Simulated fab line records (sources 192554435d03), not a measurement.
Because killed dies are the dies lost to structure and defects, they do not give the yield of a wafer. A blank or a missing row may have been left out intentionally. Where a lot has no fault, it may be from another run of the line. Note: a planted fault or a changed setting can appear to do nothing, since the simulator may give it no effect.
Matching of chambers :: flow n5 finfet :: 4 sister chambers for N5_BEOL_M3_ALD_84 on ald metal-01
The step deposits TaN, pulse time 2 s, purge time 3 s, co reactant purge time 2 s. 8 wafers are shown with their chamber, then 12 later ones without.

## WAFERS, EACH WITH ITS CHAMBER
wafer: L075.4
chamber: 3
heater power w (W): 399
mfc carrier sccm (sccm): 1504

wafer: L086.3
chamber: 2
heater power w (W): 425
mfc carrier sccm (sccm): 1494

wafer: L086.5
chamber: 0
heater power w (W): 514
mfc carrier sccm (sccm): 1499

wafer: L089.2
chamber: 0
heater power w (W): 503
mfc carrier sccm (sccm): 1496

wafer: L089.3
chamber: 3
heater power w (W): 414
mfc carrier sccm (sccm): 1502

wafer: L090.3
chamber: 2
heater power w (W): 417
mfc carrier sccm (sccm): 1501

wafer: L090.4
chamber: 1
heater power w (W): 519
mfc carrier sccm (sccm): 1499

wafer: L090.5
chamber: 1
heater power w (W): 512
mfc carrier sccm (sccm): 1502

## WAFERS WITH NO CHAMBER GIVEN
wafer: L093.2
heater power w (W): 509
mfc carrier sccm (sccm): 1502

wafer: L093.3
heater power w (W): 412
mfc carrier sccm (sccm): 1505

wafer: L093.4
heater power w (W): 401
mfc carrier sccm (sccm): 1500

wafer: L095.2
heater power w (W): 399
mfc carrier sccm (sccm): 1508

wafer: L095.3
heater power w (W): 515
mfc carrier sccm (sccm): 1499

wafer: L095.4
heater power w (W): 413
mfc carrier sccm (sccm): 1495

wafer: L097.2
heater power w (W): 398
mfc carrier sccm (sccm): 1503

wafer: L097.4
heater power w (W): 409
mfc carrier sccm (sccm): 1509

wafer: L097.5
heater power w (W): 402
mfc carrier sccm (sccm): 1499

wafer: L096.1
heater power w (W): 402
mfc carrier sccm (sccm): 1508

wafer: L096.2
heater power w (W): 528
mfc carrier sccm (sccm): 1507

wafer: L096.4
heater power w (W): 521
mfc carrier sccm (sccm): 1498

## WHICH CHAMBER EACH ONE RAN IN
wafer: L093.2
from the rows above: can't be placed: 1 or 0
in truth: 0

wafer: L093.3
from the rows above: can't be placed: 3 or 2
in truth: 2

wafer: L093.4
from the rows above: can't be placed: 3 or 2
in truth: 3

wafer: L095.2
from the rows above: 3
in truth: 3

wafer: L095.3
from the rows above: can't be placed: 1 or 0
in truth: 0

wafer: L095.4
from the rows above: can't be placed: 2 or 3
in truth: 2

wafer: L097.2
from the rows above: 3
in truth: 3

wafer: L097.4
from the rows above: 3
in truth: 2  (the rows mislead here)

wafer: L097.5
from the rows above: can't be placed: 3 or 2
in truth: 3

wafer: L096.1
from the rows above: 3
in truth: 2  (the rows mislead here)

wafer: L096.2
from the rows above: can't be placed: 1 or 0
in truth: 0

wafer: L096.4
from the rows above: can't be placed: 1 or 0
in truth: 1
Placed correctly: 2 of 12. Cannot be placed on the basis of these rows: 8; the candidates contain the true chamber in 8. Placed wrongly: 2.
How it was worked out, from the rows above alone: a wafer's distance from a chamber is the root of the sum, over the readings, of the square of ((its reading less the chamber's mean) divided by the reading's scatter). If the next closest chamber is less than 2 further off than the closest, the wafer can't be placed; otherwise it belongs to the closest. A chamber's mean is the mean of its shown wafers. How the scatter is found: for the shown wafers, subtract from each reading the mean of its chamber, square and add these, divide the total by (wafers less chambers), then take the root.
